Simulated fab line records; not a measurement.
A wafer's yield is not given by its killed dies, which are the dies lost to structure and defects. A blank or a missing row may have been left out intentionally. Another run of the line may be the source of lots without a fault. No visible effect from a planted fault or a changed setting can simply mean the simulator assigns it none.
fab line records	flow n5Finfet
record lots=24	wafers=72	lastDay=22
route steps=1938 shown BEOL_M3@989
lots that met no fault: taken from a fault-free run of the same line
startH: hours from the record's first day to the start of the lot's first wafer shown	waitH: time in hours since the lot's previous step	" the same as in the row above	L1.1+2: a single row standing in for several wafers	- no value, or no start given	* or withheld: withheld	< > ~ a bound
route shown NAME@n: names a module that has steps shown in the file, with the first one's number in the route	usual: mean and standard deviation over wafers with no fault	same: alike in all rows	chamber/n: place in a boat	sites: per-site readings	_std_site: their standard deviation	_edge_site: outer sites' mean less inner sites'	radiusMm: for every site, how far away it sits from the centre of the wafer	mask NAME#n: copy n	behind: the most recent tool/chamber to have shaped the wafer	hold: why the lot went on hold/how many hours it stayed there/how the hold came to an end	device: transistor that didn't switch, given as n, p or np	end of line: the route-end tests of the same wafers	for a step that has no rows: nothing shown but its recipe	killed: not the wafer's yield, but the dies lost to structure and defects at the first sort	map: per-die view of a wafer (x killed, . not killed, _ where there is no die)
set.NAME: the run value of the setting; set.NAME@STEP: its run value at that earlier step	model.NAME: the simulator's own value behind a step, which no gauge read
the route's steps for a sample of lots (tables are steps, rows are wafers)
services: from which hour (startH, from the record's first day; less than 0 if before it) a tool's chamber was out of use, for how many hours, and why
## steps
# step N5_BEOL_M3_DEGAS_44
# recipe ambient=vacuum	tempC=250	timeS=60
# usual heaterPowerW=321/30
lot.wafer	tool	chamber	startH	waitH	heaterPowerW
L074.1	pvdSputter-02	-	175.88	0.0	369
L074.3	"	-	"	"	310
L074.5	"	-	"	"	285
L075.2	pvdSputter-03	-	184.73	0.4	322
L075.4	"	-	"	"	364
L075.5	"	-	"	"	366
L076.4	pvdSputter-02	-	187.65	0.3	356
L076.5	"	-	"	"	348
L076.6	"	-	"	"	292
L077.1	pvdSputter-01	-	187.71	0.3	276
L077.4	"	-	"	"	330
L077.6	"	-	"	"	324
L078.4	pvdSputter-02	-	192.67	0.2	314
L078.5	"	-	"	"	296
L078.6	"	-	"	"	309
L079.1	pvdSputter-01	-	196.41	0.7	337
L079.3	"	-	"	"	288
L079.4	"	-	"	"	282
L080.3	pvdSputter-01	-	203.85	0.8	290
L080.4	"	-	"	"	330
L080.5	"	-	"	"	332
L081.1	pvdSputter-01	-	213.61	0.1	327
L081.2	"	-	"	"	336
L081.4	"	-	"	"	295
L083.2	pvdSputter-01	-	263.08	0.1	332
L083.3	"	-	"	"	339
L083.4	"	-	"	"	289
L084.4	pvdSputter-01	-	288.48	0.1	281
L084.5	"	-	"	"	334
L084.6	"	-	"	"	286
L085.1	pvdSputter-02	-	291.96	0.0	283
L085.2	"	-	"	"	349
L085.6	"	-	"	"	350
L086.3	pvdSputter-02	-	303.59	0.1	345
L086.5	"	-	"	"	371
L086.6	"	-	"	"	317
L087.2	pvdSputter-02	-	314.21	0.3	305
L087.4	"	-	"	"	365
L087.6	"	-	"	"	352
L088.2	pvdSputter-01	-	318.95	0.2	328
L088.5	"	-	"	"	325
L088.6	"	-	"	"	294
L091.1	pvdSputter-01	-	326.62	0.5	329
L091.2	"	-	"	"	286
L091.3	"	-	"	"	289
L090.3	pvdSputter-02	-	326.69	0.6	302
L090.5	"	-	"	"	315
L090.6	"	-	"	"	350
L092.1	pvdSputter-03	-	326.80	0.2	282
L092.2	"	-	"	"	367
L092.5	"	-	"	"	356
L094.1	pvdSputter-02	-	331.26	0.4	314
L094.5	"	-	"	"	345
L094.6	"	-	"	"	313
L089.1	pvdSputter-03	-	331.30	0.4	361
L089.2	"	-	"	"	321
L089.3	"	-	"	"	280
L093.1	pvdSputter-02	-	331.50	0.1	293
L093.4	"	-	"	"	316
L093.5	"	-	"	"	294
L095.4	pvdSputter-02	-	335.48	0.2	316
L095.5	"	-	"	"	349
L095.6	"	-	"	"	293
L082.1	pvdSputter-01	-	339.17	0.1	293
L082.3	"	-	"	"	287
L082.6	"	-	"	"	331
L096.3	pvdSputter-02	-	342.97	0.8	293
L096.4	"	-	"	"	308
L096.6	"	-	"	"	317
L097.3	pvdSputter-02	-	346.49	0.3	362
L097.4	"	-	"	"	309
L097.5	"	-	"	"	313
# step N5_BEOL_M3_ANNEAL_82
# recipe tempC=400	timeS=240	ambient=vacuum
# usual heaterPowerW=801/74	susceptor_temp_C_max=401.0/0.32
lot.wafer	tool	chamber	startH	waitH	heaterPowerW	susceptor_temp_C_max
L074.1	pvdSputter-02	-	178.36	0.0	726	400.8
L074.3	"	-	"	"	785	401.1
L074.5	"	-	"	"	751	400.3
L075.2	pvdSputter-02	-	186.33	0.0	861	401.0
L075.4	"	-	"	"	918	401.3
L075.5	"	-	"	"	735	400.8
L077.1	pvdSputter-03	-	189.26	0.0	895	400.8
L077.4	"	-	"	"	794	401.0
L077.6	"	-	"	"	892	400.6
L076.4	pvdSputter-01	-	190.97	0.0	704	401.3
L076.5	"	-	"	"	830	401.3
L076.6	"	-	"	"	723	400.8
L078.4	pvdSputter-01	-	193.95	0.0	822	401.1
L078.5	"	-	"	"	714	401.1
L078.6	"	-	"	"	816	401.1
L079.1	pvdSputter-01	-	197.67	0.0	832	401.4
L079.3	"	-	"	"	721	401.6
L079.4	"	-	"	"	830	400.8
L080.3	pvdSputter-02	-	205.08	0.0	857	400.9
L080.4	"	-	"	"	713	400.5
L080.5	"	-	"	"	735	400.7
L081.1	pvdSputter-02	-	214.71	0.0	772	400.8
L081.2	"	-	"	"	917	401.4
L081.4	"	-	"	"	832	400.7
L083.2	pvdSputter-02	-	264.19	0.0	732	401.2
L083.3	"	-	"	"	765	400.8
L083.4	"	-	"	"	952	401.2
L084.4	pvdSputter-02	-	289.67	0.0	784	400.8
L084.5	"	-	"	"	840	401.6
L084.6	"	-	"	"	910	401.0
L085.1	pvdSputter-02	-	293.10	0.0	782	401.5
L085.2	"	-	"	"	934	400.9
L085.6	"	-	"	"	854	400.8
L086.3	pvdSputter-01	-	306.31	0.0	721	401.5
L086.5	"	-	"	"	846	401.2
L086.6	"	-	"	"	709	400.9
L087.2	pvdSputter-01	-	315.47	0.0	829	401.0
L087.4	"	-	"	"	842	401.4
L087.6	"	-	"	"	823	401.0
L088.2	pvdSputter-01	-	321.68	0.0	840	400.9
L088.5	"	-	"	"	702	401.3
L088.6	"	-	"	"	826	401.2
L091.1	pvdSputter-02	-	327.80	0.0	723	400.9
L091.2	"	-	"	"	863	401.1
L091.3	"	-	"	"	776	401.0
L090.3	pvdSputter-03	-	329.58	0.0	928	400.8
L090.5	"	-	"	"	910	401.1
L090.6	"	-	"	"	885	401.3
L092.1	pvdSputter-02	-	329.64	0.0	739	401.2
L092.2	"	-	"	"	769	400.6
L092.5	"	-	"	"	730	400.7
L094.1	pvdSputter-03	-	332.54	0.0	701	401.5
L094.5	"	-	"	"	710	401.0
L094.6	"	-	"	"	792	400.7
L089.1	pvdSputter-01	-	332.56	0.0	816	400.8
L089.2	"	-	"	"	713	401.2
L089.3	"	-	"	"	825	401.1
L093.1	pvdSputter-03	-	334.38	0.0	782	401.3
L093.4	"	-	"	"	717	401.2
L093.5	"	-	"	"	717	401.3
L095.4	pvdSputter-02	-	338.05	0.1	717	400.8
L095.5	"	-	"	"	868	401.4
L095.6	"	-	"	"	787	401.1
L082.1	pvdSputter-01	-	342.32	0.0	830	401.1
L082.3	"	-	"	"	727	401.9
L082.6	"	-	"	"	801	400.8
L096.3	pvdSputter-02	-	344.51	0.0	939	401.1
L096.4	"	-	"	"	733	400.9
L096.6	"	-	"	"	872	400.5
L097.3	pvdSputter-03	-	347.58	0.0	899	400.5
L097.4	"	-	"	"	872	401.0
L097.5	"	-	"	"	896	401.0
# step N5_BEOL_M3_SPUTTER_92
# recipe material=Cu	targetThkA=45	tempC=-20	chamberPressurePa=0.07	powerW=withheld	timeS=8.29
# usual throttleValvePct=29.4/1
lot.wafer	tool	chamber	startH	waitH	throttleValvePct
L074.1	pvdSputter-02	-	179.16	0.1	28.5
L074.3	"	-	"	"	28.8
L074.5	"	-	"	"	28.8
L075.2	pvdSputter-02	-	187.13	0.1	30.1
L075.4	"	-	"	"	31.0
L075.5	"	-	"	"	28.7
L077.1	pvdSputter-03	-	190.06	0.1	29.4
L077.4	"	-	"	"	29.3
L077.6	"	-	"	"	29.4
L076.4	pvdSputter-01	-	191.77	0.1	30.1
L076.5	"	-	"	"	29.4
L076.6	"	-	"	"	30.0
L078.4	pvdSputter-01	-	194.75	0.1	29.7
L078.5	"	-	"	"	30.0
L078.6	"	-	"	"	28.4
L079.1	pvdSputter-01	-	198.47	0.1	29.4
L079.3	"	-	"	"	31.6
L079.4	"	-	"	"	28.4
L080.3	pvdSputter-02	-	205.88	0.1	30.3
L080.4	"	-	"	"	28.9
L080.5	"	-	"	"	28.8
L081.1	pvdSputter-02	-	215.51	0.1	28.5
L081.2	"	-	"	"	31.2
L081.4	"	-	"	"	30.3
L083.2	pvdSputter-02	-	264.99	0.1	28.8
L083.3	"	-	"	"	28.5
L083.4	"	-	"	"	31.1
L084.4	pvdSputter-02	-	290.47	0.1	28.5
L084.5	"	-	"	"	30.1
L084.6	"	-	"	"	31.1
L085.1	pvdSputter-02	-	293.90	0.1	28.5
L085.2	"	-	"	"	31.1
L085.6	"	-	"	"	30.2
L086.3	pvdSputter-01	-	307.11	0.1	30.0
L086.5	"	-	"	"	29.6
L086.6	"	-	"	"	31.4
L087.2	pvdSputter-01	-	316.27	0.1	28.2
L087.4	"	-	"	"	29.2
L087.6	"	-	"	"	28.5
L088.2	pvdSputter-01	-	322.48	0.1	29.1
L088.5	"	-	"	"	31.2
L088.6	"	-	"	"	29.6
L091.1	pvdSputter-02	-	328.60	0.1	28.8
L091.2	"	-	"	"	30.4
L091.3	"	-	"	"	28.7
L090.3	pvdSputter-03	-	330.38	0.1	28.8
L090.5	"	-	"	"	28.6
L090.6	"	-	"	"	29.1
L092.1	pvdSputter-02	-	330.44	0.1	28.7
L092.2	"	-	"	"	28.5
L092.5	"	-	"	"	28.5
L094.1	pvdSputter-03	-	333.34	0.1	28.2
L094.5	"	-	"	"	28.1
L094.6	"	-	"	"	29.4
L089.1	pvdSputter-01	-	333.36	0.1	29.6
L089.2	"	-	"	"	30.1
L089.3	"	-	"	"	28.4
L093.1	pvdSputter-03	-	335.18	0.1	29.4
L093.4	"	-	"	"	28.1
L093.5	"	-	"	"	28.1
L095.4	pvdSputter-02	-	338.82	0.0	28.6
L095.5	"	-	"	"	29.9
L095.6	"	-	"	"	28.6
L082.1	pvdSputter-01	-	343.12	0.1	29.3
L082.3	"	-	"	"	31.3
L082.6	"	-	"	"	28.1
L096.3	pvdSputter-02	-	345.31	0.1	30.9
L096.4	"	-	"	"	28.6
L096.6	"	-	"	"	29.9
L097.3	pvdSputter-03	-	348.38	0.1	28.8
L097.4	"	-	"	"	29.0
L097.5	"	-	"	"	29.3
# step N5_BEOL_M3_ANNEAL_95
# recipe tempC=400	timeS=240	ambient=vacuum
# usual heaterPowerW=802/73	susceptor_temp_C_max=401.0/0.33
lot.wafer	tool	chamber	startH	waitH	heaterPowerW	susceptor_temp_C_max
L074.1	pvdSputter-02	-	179.46	0.0	726	401.1
L074.3	"	-	"	"	794	400.9
L074.5	"	-	"	"	723	400.7
L075.2	pvdSputter-02	-	187.43	0.0	860	401.2
L075.4	"	-	"	"	940	401.4
L075.5	"	-	"	"	735	400.8
L077.1	pvdSputter-03	-	190.36	0.0	888	401.2
L077.4	"	-	"	"	791	400.6
L077.6	"	-	"	"	896	401.0
L076.4	pvdSputter-01	-	192.07	0.0	727	400.5
L076.5	"	-	"	"	826	401.0
L076.6	"	-	"	"	719	401.0
L078.4	pvdSputter-01	-	195.05	0.0	842	401.2
L078.5	"	-	"	"	710	400.7
L078.6	"	-	"	"	827	400.6
L079.1	pvdSputter-01	-	198.77	0.0	837	401.2
L079.3	"	-	"	"	704	401.4
L079.4	"	-	"	"	810	401.0
L080.3	pvdSputter-02	-	206.18	0.0	887	400.8
L080.4	"	-	"	"	731	401.2
L080.5	"	-	"	"	729	400.5
L081.1	pvdSputter-02	-	215.81	0.0	794	401.3
L081.2	"	-	"	"	935	401.0
L081.4	"	-	"	"	878	401.5
L083.2	pvdSputter-02	-	265.29	0.0	720	400.6
L083.3	"	-	"	"	785	400.8
L083.4	"	-	"	"	912	400.9
L084.4	pvdSputter-02	-	290.77	0.0	781	400.8
L084.5	"	-	"	"	865	400.8
L084.6	"	-	"	"	912	401.3
L085.1	pvdSputter-02	-	294.20	0.0	776	400.9
L085.2	"	-	"	"	920	401.1
L085.6	"	-	"	"	867	401.5
L086.3	pvdSputter-01	-	307.41	0.0	714	400.9
L086.5	"	-	"	"	838	400.9
L086.6	"	-	"	"	724	401.3
L087.2	pvdSputter-01	-	316.57	0.0	807	400.6
L087.4	"	-	"	"	827	401.2
L087.6	"	-	"	"	800	400.5
L088.2	pvdSputter-01	-	322.78	0.0	820	400.6
L088.5	"	-	"	"	725	401.3
L088.6	"	-	"	"	829	401.3
L091.1	pvdSputter-02	-	328.90	0.0	737	401.0
L091.2	"	-	"	"	870	401.5
L091.3	"	-	"	"	781	401.3
L090.3	pvdSputter-03	-	330.68	0.0	916	400.6
L090.5	"	-	"	"	912	400.4
L090.6	"	-	"	"	903	401.0
L092.1	pvdSputter-02	-	330.74	0.0	719	400.9
L092.2	"	-	"	"	776	400.9
L092.5	"	-	"	"	738	401.0
L094.1	pvdSputter-03	-	333.64	0.0	732	401.4
L094.5	"	-	"	"	721	401.0
L094.6	"	-	"	"	811	400.5
L089.1	pvdSputter-01	-	333.66	0.0	813	401.1
L089.2	"	-	"	"	710	401.4
L089.3	"	-	"	"	827	401.0
L093.1	pvdSputter-03	-	335.48	0.0	789	400.6
L093.4	"	-	"	"	728	401.6
L093.5	"	-	"	"	709	401.1
L095.4	pvdSputter-02	-	339.15	0.1	725	400.8
L095.5	"	-	"	"	887	401.4
L095.6	"	-	"	"	779	401.1
L082.1	pvdSputter-01	-	343.42	0.0	840	401.3
L082.3	"	-	"	"	701	400.9
L082.6	"	-	"	"	810	400.8
L096.3	pvdSputter-02	-	345.61	0.0	933	401.3
L096.4	"	-	"	"	739	401.0
L096.6	"	-	"	"	857	401.0
L097.3	pvdSputter-03	-	348.68	0.0	928	400.4
L097.4	"	-	"	"	898	400.6
L097.5	"	-	"	"	879	400.8
# step N5_BEOL_M3_DEP_57
# recipe material=SiCN	targetThkA=80	tempC=withheld	precursor=3MS/NH3	pressureTorr=3	rfW=202	timeS=14
# usual showerheadPlenumPTorr=3.664/0.012	showerheadVppV=859/31	throttleValvePct=9.0/0.34
lot.wafer	tool	chamber	startH	waitH	showerheadPlenumPTorr	showerheadVppV	throttleValvePct
L074.1	pecvd-04	2	180.67	0.0	3.648	857	9.0
L074.3	"	0	"	"	3.647	863	9.5
L074.5	"	1	"	"	3.678	833	8.7
L075.2	pecvd-02	0	188.83	0.0	3.676	902	9.5
L075.4	"	0	"	"	3.674	910	9.1
L075.5	"	2	"	"	3.654	898	8.8
L077.1	pecvd-01	0	191.58	0.0	3.656	890	9.6
L077.4	"	2	"	"	3.669	846	8.3
L077.6	"	1	"	"	3.659	850	9.2
L076.4	pecvd-01	1	193.33	0.0	3.680	848	8.9
L076.5	"	0	"	"	3.660	896	9.7
L076.6	"	2	"	"	3.677	836	8.2
L078.4	pecvd-02	2	196.38	0.0	3.654	947	8.5
L078.5	"	1	"	"	3.657	839	9.1
L078.6	"	0	"	"	3.665	899	9.2
L079.1	pecvd-02	2	200.02	0.0	3.659	910	9.1
L079.3	"	0	"	"	3.670	906	9.0
L079.4	"	2	"	"	3.650	913	9.0
L080.3	pecvd-04	1	207.30	0.0	3.673	840	9.0
L080.4	"	1	"	"	3.675	852	9.1
L080.5	"	0	"	"	3.640	858	9.3
L081.1	pecvd-04	0	217.00	0.0	3.648	854	9.1
L081.2	"	2	"	"	3.652	866	9.2
L081.4	"	1	"	"	3.675	832	8.7
L083.2	pecvd-02	2	266.41	0.0	3.652	922	9.0
L083.3	"	0	"	"	3.667	898	8.9
L083.4	"	0	"	"	3.673	899	9.2
L084.4	pecvd-01	0	291.91	0.0	3.648	910	9.6
L084.5	"	2	"	"	3.661	832	8.7
L084.6	"	1	"	"	3.677	845	9.0
L085.1	pecvd-02	1	295.34	0.0	3.660	834	8.8
L085.2	"	2	"	"	3.650	920	9.0
L085.6	"	1	"	"	3.658	845	8.7
L086.3	pecvd-01	0	308.55	0.0	3.662	914	9.8
L086.5	"	0	"	"	3.656	896	9.8
L086.6	"	1	"	"	3.679	839	8.9
L087.2	pecvd-04	0	317.69	0.0	3.651	864	9.3
L087.4	"	2	"	"	3.650	874	9.1
L087.6	"	0	"	"	3.638	867	9.2
L088.2	pecvd-04	2	323.90	0.0	3.659	865	8.8
L088.5	"	1	"	"	3.685	829	8.8
L088.6	"	2	"	"	3.647	855	9.2
L091.1	pecvd-02	2	330.02	0.0	3.653	896	9.1
L091.2	"	0	"	"	3.672	896	9.4
L091.3	"	1	"	"	3.660	829	8.7
L090.3	pecvd-04	2	331.80	0.0	3.643	870	9.3
L090.5	"	1	"	"	3.674	841	8.8
L090.6	"	2	"	"	3.657	869	9.0
L092.1	pecvd-01	2	331.87	0.0	3.667	832	8.5
L092.2	"	1	"	"	3.676	833	9.1
L092.5	"	1	"	"	3.670	851	9.2
L094.1	pecvd-04	1	334.76	0.0	3.670	833	8.8
L094.5	"	0	"	"	3.655	859	9.3
L094.6	"	2	"	"	3.664	860	9.3
L089.1	pecvd-01	2	334.85	0.0	3.663	822	8.4
L089.2	"	1	"	"	3.672	835	8.7
L089.3	"	1	"	"	3.678	840	8.9
L093.1	pecvd-01	1	336.61	0.0	3.681	836	8.9
L093.4	"	1	"	"	3.680	846	8.9
L093.5	"	2	"	"	3.670	840	8.6
L095.4	pecvd-01	1	340.83	0.0	3.687	850	9.0
L095.5	"	1	"	"	3.681	841	8.8
L095.6	"	2	"	"	3.667	825	8.5
L082.1	pecvd-04	1	344.62	0.0	3.678	827	8.8
L082.3	"	2	"	"	3.650	856	9.3
L082.6	"	2	"	"	3.656	860	8.8
L096.3	pecvd-04	2	346.75	0.0	3.666	871	9.3
L096.4	"	0	"	"	3.630	855	9.2
L096.6	"	1	"	"	3.681	844	8.6
L097.3	pecvd-02	1	349.83	0.0	3.659	823	8.8
L097.4	"	0	"	"	3.663	900	9.0
L097.5	"	0	"	"	3.670	908	9.7
# step N5_BEOL_M3_INSPECT_59
# recipe inspectInstrument=darkfield	mode=postDep
# usual rawDefectCount=72/22
lot.wafer	tool	chamber	startH	waitH	rawDefectCount
L074.1	defectInspect-02	-	180.76	0.0	61
L074.3	"	-	"	"	79
L074.5	"	-	"	"	43
L075.2	defectInspect-02	-	188.93	0.0	23
L075.4	"	-	"	"	64
L075.5	"	-	"	"	72
L077.1	defectInspect-01	-	191.67	0.0	95
L077.4	"	-	"	"	86
L077.6	"	-	"	"	93
L076.4	defectInspect-02	-	193.40	0.0	56
L076.5	"	-	"	"	68
L076.6	"	-	"	"	48
L078.4	defectInspect-01	-	196.46	0.0	107
L078.5	"	-	"	"	71
L078.6	"	-	"	"	55
L079.1	defectInspect-02	-	200.11	0.0	76
L079.3	"	-	"	"	71
L079.4	"	-	"	"	126
L080.3	defectInspect-02	-	207.39	0.0	70
L080.4	"	-	"	"	104
L080.5	"	-	"	"	94
L081.1	defectInspect-01	-	217.10	0.0	69
L081.2	"	-	"	"	75
L081.4	"	-	"	"	68
L083.2	defectInspect-01	-	266.51	0.0	137
L083.3	"	-	"	"	104
L083.4	"	-	"	"	102
L084.4	defectInspect-02	-	292.00	0.0	66
L084.5	"	-	"	"	39
L084.6	"	-	"	"	82
L085.1	defectInspect-01	-	295.45	0.0	69
L085.2	"	-	"	"	41
L085.6	"	-	"	"	93
L086.3	defectInspect-01	-	308.64	0.0	76
L086.5	"	-	"	"	101
L086.6	"	-	"	"	71
L087.2	defectInspect-01	-	317.78	0.0	67
L087.4	"	-	"	"	81
L087.6	"	-	"	"	96
L088.2	defectInspect-02	-	324.00	0.0	77
L088.5	"	-	"	"	88
L088.6	"	-	"	"	61
L091.1	defectInspect-02	-	330.11	0.0	55
L091.2	"	-	"	"	42
L091.3	"	-	"	"	51
L090.3	defectInspect-01	-	331.90	0.0	65
L090.5	"	-	"	"	80
L090.6	"	-	"	"	96
L092.1	defectInspect-01	-	331.98	0.0	89
L092.2	"	-	"	"	29
L092.5	"	-	"	"	54
L094.1	defectInspect-02	-	334.85	0.0	73
L094.5	"	-	"	"	57
L094.6	"	-	"	"	40
L089.1	defectInspect-02	-	334.96	0.0	78
L089.2	"	-	"	"	115
L089.3	"	-	"	"	116
L093.1	defectInspect-02	-	336.72	0.0	55
L093.4	"	-	"	"	56
L093.5	"	-	"	"	60
L095.4	defectInspect-02	-	340.92	0.0	82
L095.5	"	-	"	"	70
L095.6	"	-	"	"	38
L082.1	defectInspect-01	-	344.71	0.0	47
L082.3	"	-	"	"	29
L082.6	"	-	"	"	68
L096.3	defectInspect-01	-	346.84	0.0	102
L096.4	"	-	"	"	87
L096.6	"	-	"	"	52
L097.3	defectInspect-02	-	349.92	0.0	61
L097.4	"	-	"	"	57
L097.5	"	-	"	"	39
## services
tool	chamber	startH	hours	kind
pecvd-01	-	162.13	6.0	pm
pvdSputter-02	-	163.68	5.1	repair
pecvd-01	2	172.07	17.2	repair
pecvd-01	-	178.09	0.9	repair
pecvd-02	2	218.23	2.1	scheduledDown
pvdSputter-03	-	273.75	1.9	repair
pecvd-02	0	274.67	30.8	repair
pecvd-04	2	318.08	5.5	scheduledDown
pecvd-01	0	331.19	20.5	repair
pecvd-02	2	337.97	16.0	repair
pecvd-04	-	343.78	0.7	repair
## key
fault none
